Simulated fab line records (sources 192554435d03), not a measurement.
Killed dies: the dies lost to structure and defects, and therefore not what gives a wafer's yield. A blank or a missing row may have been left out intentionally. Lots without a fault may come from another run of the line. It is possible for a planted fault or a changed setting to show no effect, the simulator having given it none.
Matching of chambers | flow n5 finfet | rie diel-03 running N5_FIN_SAQP_ETCH_52: 4 sister chambers
The step etches SOC in N2/H2, target depth 100 nm, overetch 20 nm, time 150 s. 8 wafers are shown with their chamber, then 7 later ones without.

== WAFERS PAIRED WITH THEIR CHAMBERS ==
wafer  | chamber | showerhead plenum p Torr (Torr) | throttle valve pct (%)
L084.5 | 0       | 2.45                            | 17.92
L085.2 | 1       | 2.61                            | 17.66
L085.3 | 3       | 2.59                            | 17.99
L087.3 | 2       | 2.41                            | 18.06
L087.4 | 0       | 2.45                            | 17.92
L087.5 | 1       | 2.60                            | 17.68
L089.1 | 2       | 2.41                            | 18.05
L089.3 | 3       | 2.58                            | 18.01

== WAFERS WHOSE CHAMBER IS MISSING ==
wafer  | showerhead plenum p Torr (Torr) | throttle valve pct (%)
L089.5 | 2.41                            | 18.06
L091.1 | 2.60                            | 17.25
L091.4 | 2.58                            | 18.04
L091.5 | 2.45                            | 17.95
L093.2 | 2.58                            | 18.04
L093.3 | 2.60                            | 17.26
L093.6 | 2.58                            | 18.04

== THE CHAMBER EACH PASSED THROUGH ==
wafer  | from the rows above | in truth
L089.5 | 2                   | 2
L091.1 | 1                   | 1
L091.4 | 3                   | 3
L091.5 | 0                   | 0
L093.2 | 3                   | 3
L093.3 | 1                   | 1
L093.6 | 3                   | 3
Correctly placed: 7 of 7. Can't be placed from these rows: 0. Number placed wrongly: 0.
How it was worked out, from the rows above alone: a wafer's distance from a chamber is the root of the sum, over the readings, of the square of ((its reading less the chamber's mean) divided by the reading's scatter). The wafer belongs to the nearest chamber; if the next one is less than 2 further off, it can't be placed. A chamber's mean is the mean of its shown wafers. The scatter is the square root of a quotient: the sum, over the shown wafers, of each reading's squared deviation from its chamber's mean, divided by wafers minus chambers.
